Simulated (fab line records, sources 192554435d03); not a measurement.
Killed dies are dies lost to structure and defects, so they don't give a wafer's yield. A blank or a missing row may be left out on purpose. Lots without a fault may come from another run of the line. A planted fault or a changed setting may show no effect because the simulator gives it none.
One fault seen from 3 desks | flow n5_finfet | each desk has only its own numbers; what lay behind them comes last

THE METROLOGY DESK
What the gauges read, lot by lot, whatever tool the lot ran on: means of the sampled wafers that have a number. A lot is out of limits, marked OUT, if its mean lies more than 4 standard deviations from the usual mean; the brackets give that distance.
Columns: A = cd_nm at N5_BEOL_M9_CD_MEAS_28, usual 70.07 nm; B = V8_OVL at N5_BEOL_M9_OVL_MEAS_29, usual -0.3 nm
lot  | first seen here | A     | B
L505 | day 11 11:26    | 70.10 | -0.2
L503 | day 11 11:28    | 70.15 | -1.4
L513 | day 13 21:35    | 70.12 | -0.4
L514 | day 14 10:20    | 70.25 | 0.2
L517 | day 14 14:07    | 69.88 | 0.7
L521 | day 15 13:35    | 69.99 | -0.8
L522 | day 15 22:25    | 69.88 | -1.1
This desk's finding: nothing out of limits on any of the 7 lots.

THE TOOL OWNER'S DESK: rie_diel-06
The tool's own readings at N5_BEOL_M9_VIA_ETCH_34 (etches SiCOH lowk in C4F6/O2, target depth 182.4 nm, time 68.4 s): means of the sampled wafers that have a number, for each lot that ran on this tool. A lot is out of limits, marked OUT, if its mean lies more than 4 standard deviations from the usual mean; the brackets give that distance.
Columns: A = bias_w at N5_BEOL_M9_VIA_ETCH_34, usual 185.0 W; B = drypump_motor_current_A at N5_BEOL_M9_VIA_ETCH_34, usual 5.8 A; C = oes_product_au at N5_BEOL_M9_VIA_ETCH_34, usual 0.81 a.u.; D = rf_vpp_V at N5_BEOL_M9_VIA_ETCH_34, usual 666 V; E = showerhead_plenum_p_Torr at N5_BEOL_M9_VIA_ETCH_34, usual 2.85 Torr; F = throttle_valve_pct at N5_BEOL_M9_VIA_ETCH_34, usual 20.89 %
lot  | first seen here | A     | B   | C    | D   | E    | F
L505 | day 11 11:46    | 185.1 | 5.8 | 0.74 | 668 | 2.90 | 20.77
L513 | day 13 22:13    | 184.8 | 5.8 | 0.92 | 662 | 2.89 | 20.51
L514 | day 14 10:38    | 185.1 | 5.6 | 1.06 | 676 | 2.82 | 21.16
L517 | day 14 14:29    | 185.3 | 5.6 | 0.93 | 670 | 2.84 | 20.93
This desk's finding: nothing out of limits on any of the 4 lots.

THE DEFECT DESK
What the inspections along the route counted, lot by lot: means of the sampled wafers that have a number. A lot is out of limits, marked OUT, if its mean lies more than 4 standard deviations from the usual mean; the brackets give that distance.
Columns: A = raw_defect_count at N5_BEOL_M9_INSPECT_30, usual 413
lot  | first seen here | A
L505 | day 11 11:31    | 345
L503 | day 11 11:33    | 377
L513 | day 13 21:40    | 518
L514 | day 14 10:26    | 363
L517 | day 14 14:12    | 565
L521 | day 15 13:40    | 386
L522 | day 15 22:30    | 421
This desk's finding: nothing out of limits on any of the 7 lots.

PUT TOGETHER
The metrology desk saw nothing out of limits.
The tool owner's desk saw nothing out of limits.
The defect desk saw nothing out of limits.

WHAT THE SIMULATOR HAD PUT IN
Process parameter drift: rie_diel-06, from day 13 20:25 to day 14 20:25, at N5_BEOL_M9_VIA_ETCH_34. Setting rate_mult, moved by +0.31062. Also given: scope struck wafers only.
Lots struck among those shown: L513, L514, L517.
